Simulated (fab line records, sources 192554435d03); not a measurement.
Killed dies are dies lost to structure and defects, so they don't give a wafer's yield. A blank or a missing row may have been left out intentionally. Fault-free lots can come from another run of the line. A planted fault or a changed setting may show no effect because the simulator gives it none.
A single fault, viewed from 2 desks	flow n5Finfet	each desk holds nothing but its own numbers, with what lay behind them at the end

## METROLOGY DESK
Means of the sampled wafers that have a number, per lot and without regard to the tool the lot ran on: this is what the gauges read. If a lot's mean is further than 4 standard deviations from the usual mean, the lot is out of limits and carries the mark OUT (the distance appears in the brackets). Readings shown: 7 out of 11 (the first out of limits, and those lying furthest out on some lot).
Columns: A = DIBL_P at N5_BEOL_M4_RC_MEAS_101, usual 36.1 mV/V; B = IOFF_N at N5_BEOL_M4_RC_MEAS_101, usual 0.161 nA/um; C = SS_N at N5_BEOL_M4_RC_MEAS_101, usual 71.5 mV/dec; D = SS_P at N5_BEOL_M4_RC_MEAS_101, usual 73.2 mV/dec; E = VT_N at N5_BEOL_M4_RC_MEAS_101, usual 249.1 mV; F = VT_P at N5_BEOL_M4_RC_MEAS_101, usual -249.9 mV; G = trenchDepthNm at N5_BEOL_M9_OCD_MEAS_38, usual 151.6 nm
lot	first seen here	A	B	C	D	E	F	G
L748	day 8 12:03	35.3	0.166	71.3	73.2	249.6	-248.4	0.0 (-56) OUT
L749	day 8 14:11	34.0	0.132	71.2	72.9	252.3	-251.3	0.0 (-56) OUT
L752	day 9 12:39	37.0	0.181	71.6	73.8	248.6	-248.4	150.5
L759	day 11 01:43	36.5	0.169	72.1	73.5	251.4	-249.7	153.4
L760	day 11 15:14	36.2	0.168	71.6	73.8	248.7	-253.4	151.5
L766	day 12 14:43	37.5	0.188	72.0	72.9	248.0	-249.1	151.6
L768	day 13 06:17	37.2	0.170	72.1	73.5	247.9	-249.7	152.3
L769	day 13 22:22	35.4	0.147	71.8	73.3	250.6	-247.7	154.2
This desk's verdict: out of limits on L748, L749, starting with L748 at day 10 03:08 (trenchDepthNm at N5_BEOL_M9_OCD_MEAS_38). In limits: L752, L759, L760, L766, L768, L769.

## AT THE TOOL OWNER'S DESK: rieDiel-06
The tool's own readings at N5_BEOL_M9_TRENCH_ETCH_37 (etches SiCOH lowk in C4F6/O2, target depth 151.43 nm, time 49 s): means of the sampled wafers that have a number, for each lot that ran on this tool. If a lot's mean is further than 4 standard deviations from the usual mean, the lot is out of limits and carries the mark OUT (the distance appears in the brackets). Only the readings that lie furthest out on some lot appear, 7 of the 8 it has.
Columns: A = C4F6_flow_sccm at N5_BEOL_M9_TRENCH_ETCH_37, usual 10.000 sccm; B = O2_flow_sccm at N5_BEOL_M9_TRENCH_ETCH_37, usual 10.00 sccm; C = drypumpMotorCurrentA at N5_BEOL_M9_TRENCH_ETCH_37, usual 5.9 A; D = oesProductAu at N5_BEOL_M9_TRENCH_ETCH_37, usual 0.80 a.u.; E = rfFwdPowerW at N5_BEOL_M9_TRENCH_ETCH_37, usual 341.7 W; F = rfVppV at N5_BEOL_M9_TRENCH_ETCH_37, usual 668 V; G = throttleValvePct at N5_BEOL_M9_TRENCH_ETCH_37, usual 20.88 %
lot	first seen here	A	B	C	D	E	F	G
L760	day 13 08:28	9.994	10.03	5.7	0.85	341.2	663	20.80
This desk's finding: nothing out of limits on the one lot.

## TAKEN TOGETHER
Metrology desk: alarm possible at day 10 03:08 on L748, L749.
The tool owner's desk saw nothing out of limits.
The tool owner's desk has no number on record for L748, L749.
Every lot named ran N5_BEOL_M9_TRENCH_ETCH_37 on rieDiel-06.

## WHAT WAS PUT IN BY THE SIMULATOR
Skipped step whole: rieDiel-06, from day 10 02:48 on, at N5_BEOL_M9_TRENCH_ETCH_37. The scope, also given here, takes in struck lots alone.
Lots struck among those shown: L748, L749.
Hours from the fault's start to each desk's first reading out of limits: the metrology desk, 0.
